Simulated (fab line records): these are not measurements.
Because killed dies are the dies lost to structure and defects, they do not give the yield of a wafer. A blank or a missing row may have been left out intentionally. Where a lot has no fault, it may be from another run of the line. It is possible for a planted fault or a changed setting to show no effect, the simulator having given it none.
A struck lot beside a sound one / flow nand harc / 18 steps out of a route of 1302
Sound: these wafers, L690.1, L690.4, L690.6. Wafers struck: L701.1, L701.4, L701.6. The cause is named last.
Order at every step that has rows: each side's tool, ch and its chambers, its first start. Under that, the readings that differ: sound wafers / struck wafers / difference of the means / sigmas: that difference in standard deviations of wafers without a fault.
alike: a reading whose means differ by less than 2 such deviations, as well as words and numbers matching on both sides. not compared: withheld readings; readings where some wafer has no value; bounds like >300 that might hide an equal value; numbers whose values overlap and for which the record gives no deviation.
Wherever a step has rows on one side only, a row that says differs or no value, or a row with sigmas, the two part there. When numbers do not overlap yet have no deviation, they are printed without sigmas and do not part them. A reading that every wafer of one side lacks parts them only if that side has two wafers or more.

NHARC_A_M1_PRE_CLEAN_32: time 12 s.
  sound on pecvd-01 ch 0,1,2, day 27 00:04; struck on pecvd-02 ch 0,1,2, day 31 14:44
  alike: heater power w
NHARC_A_M1_DEP_33: deposits SiCN, target thk 30 nm.
  sound on pecvd-01 ch 0,1,2, day 27 00:10; struck on pecvd-02 ch 0,1,2, day 31 14:49
  alike: heater power w
NHARC_A_BONDPAD_DEP_00: deposits SiCN, target thk 250 nm.
  sound on pecvd-01 ch 0,1,2; struck on pecvd-04 ch 0,1,2, day 31 15:28
  alike: heater power w
NHARC_A_BONDPAD_CMP_29: polishes SiCN, target thk 200 nm.
  sound on cmp-04 ch 1,2,3, day 27 01:05; struck on cmp-02 ch 0,1,3, day 31 15:48
  alike: motor current A
NHARC_A_BONDPAD_THK_MEAS_30: measures by ellipsometry.
  sound on film metro-01, day 27 01:21; struck on film metro-02, day 31 16:02
  alike: thk nm
then, 7 steps without rows for these wafers: NHARC_A_BONDPAD_SRD_31; NHARC_A_BONDPAD_DEHYDRATE_01 (time 120 s); NHARC_A_BONDPAD_HMDS_02 (time 30 s); NHARC_A_BONDPAD_COAT_33 (time 65 s); NHARC_A_BONDPAD_COAT_03 (resist thk 600 nm); NHARC_A_BONDPAD_SOFTBAKE_04 (time 70 s); NHARC_A_BONDPAD_EBR_05.
NHARC_A_BONDPAD_EXPOSE_06: exposes mask A BPAD.
  sound on krf scanner-03 ch 0, day 27 01:46; struck on krf scanner-03 ch 0, day 31 16:26
reading=exposure dose mJ cm2; sound=36.92 36.93 36.90; struck=28.09 28.09 28.03; difference=-8.85; sigmas=-99 or more
  alike: mask
then, 2 steps without rows for these wafers: NHARC_A_BONDPAD_PEB_07 (peb time 80 s); NHARC_A_BONDPAD_DEVELOP_08 (time 50 s).
NHARC_A_BONDPAD_CD_MEAS_09: target cd 500 nm.
  sound on cd sem-03 ch 0, day 27 01:55; struck on cd sem-02 ch 0, day 31 16:35
reading=cd nm (nm); sound=501.0 500.4 500.6; struck=493.2 494.1 492.7; difference=-7.3; sigmas=-5
NHARC_A_BONDPAD_OVL_MEAS_35:
  sound on overlay-01, day 27 02:01; struck on overlay-02, day 31 16:41
  alike: overlay x nm, overlay y nm
following that, these wafers have no rows for 1 step: NHARC_END_SORT_01.

WHERE THEY PART
Earliest at NHARC_A_BONDPAD_EXPOSE_06; latest, in this record, at NHARC_A_BONDPAD_CD_MEAS_09. Later steps at which nothing parts them and some readings are alike: NHARC_A_BONDPAD_OVL_MEAS_35.

WHY: the cause the simulator had injected
Process parameters drifting: krf scanner-03 at NHARC_A_BONDPAD_EXPOSE_06, beginning at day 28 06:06. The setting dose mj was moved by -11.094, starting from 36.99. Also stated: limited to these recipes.
